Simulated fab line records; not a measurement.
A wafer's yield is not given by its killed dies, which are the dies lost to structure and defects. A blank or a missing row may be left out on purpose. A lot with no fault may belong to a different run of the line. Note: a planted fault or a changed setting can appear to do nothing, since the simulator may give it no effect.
A lot that was struck, set against a sound lot    flow n5_finfet    37 out of 1938 route steps
Sound: the wafers L635.4, L635.5, L635.6. Struck: wafer L626.4. (L626.1 of the same lot was not struck and is left out.) The cause comes at the end.
Per side, at each step with rows, come the tool, then ch with its chambers, and then its first start. Under that, the readings that differ: sound wafers    struck wafers    difference of the means    sigmas: that difference in standard deviations of wafers without a fault.
alike: same words and numbers on both sides, and readings whose means sit less than 2 such deviations apart. not compared: any withheld reading, any reading some wafer has no value for, any bound like >300 that may hide the same value, and any number with overlapping values for which the record gives no deviation.
Wherever a step has rows on one side only, a row that says differs or no value, or a row with sigmas, the two part there. Numbers that don't overlap but have no deviation are shown without sigmas and don't part them. Lack of a reading on every wafer of one side parts them only where that side has two or more wafers.

first, 9 steps without rows for these wafers: N5_BEOL_M4_ANNEAL_95 (time 240 s); N5_BEOL_M4_SPUTTER_96 (material Cu, target thk 4.5 nm, time 8.29 s); N5_BEOL_M4_ECD_50 (material Cu, target thk 300 nm); N5_BEOL_M4_ANNEAL_51 (time 90 s); N5_BEOL_M4_CMP_52 (polishes, stops on SiOC, t overpolish 6.8 s, target thk 40 nm); N5_BEOL_M4_PRE_CLEAN_60 (time 15 s); N5_BEOL_M4_CO_CAP_55 (material Co, precursor CCTBA/H2, target thk 2 nm, time 102.1 s); N5_BEOL_M4_PRE_CLEAN_56 (time 15 s); N5_BEOL_M4_DEP_57 (deposits SiCN from 3MS/NH3, target thk 8 nm, time 14 s).
N5_BEOL_M4_RC_MEAS_101:
  sound on prober-01 ch 0, day 13 06:58; struck on prober-02 ch 0, day 11 01:59
  alike: DIBL_N, DIBL_P, IOFF_N, IOFF_P, ION_N, ION_P, SS_N, SS_P, VT_N, VT_P
then, 24 steps without rows for these wafers: N5_BEOL_M5_ILD_DEP_00 (deposits SiCOH lowk from DEMS/porogen, target thk 140.64 nm, time 25.9 s); N5_BEOL_M5_CURE_79 (cures SiCOH lowk, time 240 s); N5_BEOL_M5_PECVD_70 (deposits SiO2 from TEOS/O2, target thk 16 nm, time 18 s); N5_BEOL_M5_HM_DEP_02 (deposits TiN, target thk 20 nm); N5_BEOL_M5_COAT_59 (time 60 s, resist thk 60 nm); N5_BEOL_M5_COAT_60 (time 60 s, resist thk 12 nm); N5_BEOL_M5_COAT_71 (time 60 s, resist thk 5 nm); N5_BEOL_M5_COAT_05 (resist thk 30 nm); N5_BEOL_M5_EBR_07; N5_BEOL_M5_SOFTBAKE_06 (time 60 s); N5_BEOL_M5_EXPOSE_08 (exposes mask M5, target cd 28 nm); N5_BEOL_M5_PEB_09 (peb time 60 s); N5_BEOL_M5_DEVELOP_10 (develop time 30 s); N5_BEOL_M5_DESCUM_16 (chemistry O2, time 7 s); N5_BEOL_M5_ETCH_72 (etches underlayer in N2/H2, target depth 6.5 nm, time 5.2 s); N5_BEOL_M5_ETCH_61 (etches SiARC in CF4, target depth 15.6 nm, time 26 s); N5_BEOL_M5_ETCH_62 (etches SOC in N2/H2, target depth 75 nm, overetch 15 nm, time 112.5 s); N5_BEOL_M5_STRIP_63 (strips in N2/H2); N5_BEOL_M5_STRIP_73 (strips in N2/H2); N5_BEOL_M5_STRIP_64 (strips in CF4); N5_BEOL_M5_HM_OPEN_17 (chemistry Cl2/BCl3, target TiN, target depth 20 nm, overetch 6 nm); N5_BEOL_M5_STRIP_19 (strips in O2); N5_BEOL_M5_COAT_65 (time 60 s, resist thk 60 nm); N5_BEOL_M5_COAT_66 (time 60 s, resist thk 12 nm).
-- a jump in the record: the struck wafers' starts before and after are 3 days apart (it breaks off in module BEOL_M5 and resumes in module BEOL_M12, where the first step shown is number 1628 of the route) --
N5_BEOL_M12_EXPOSE_25: exposes mask M12.
  sound on krf_scanner-01 ch 0, day 15 19:15; struck on krf_scanner-02 ch 0, day 13 18:28
  alike: mask
N5_BEOL_M12_CD_MEAS_28: the cd target is 160.2 nm.
  sound on cd_sem-03 ch 0, day 15 19:25; struck on cd_sem-02 ch 0, day 13 18:38
reading     sound              struck  difference  sigmas
cd_nm (nm)  162.0 162.2 161.3  195.8   +34.0       +31
N5_PASSIVATION_PROBE_49:
  the record has rows for the struck wafers here (prober-01, day 15 07:34) and none for the sound ones

== WHERE THEY PART ==
Earliest at N5_BEOL_M12_CD_MEAS_28; latest, in this record, at N5_PASSIVATION_PROBE_49.

WHY: the cause the simulator had injected
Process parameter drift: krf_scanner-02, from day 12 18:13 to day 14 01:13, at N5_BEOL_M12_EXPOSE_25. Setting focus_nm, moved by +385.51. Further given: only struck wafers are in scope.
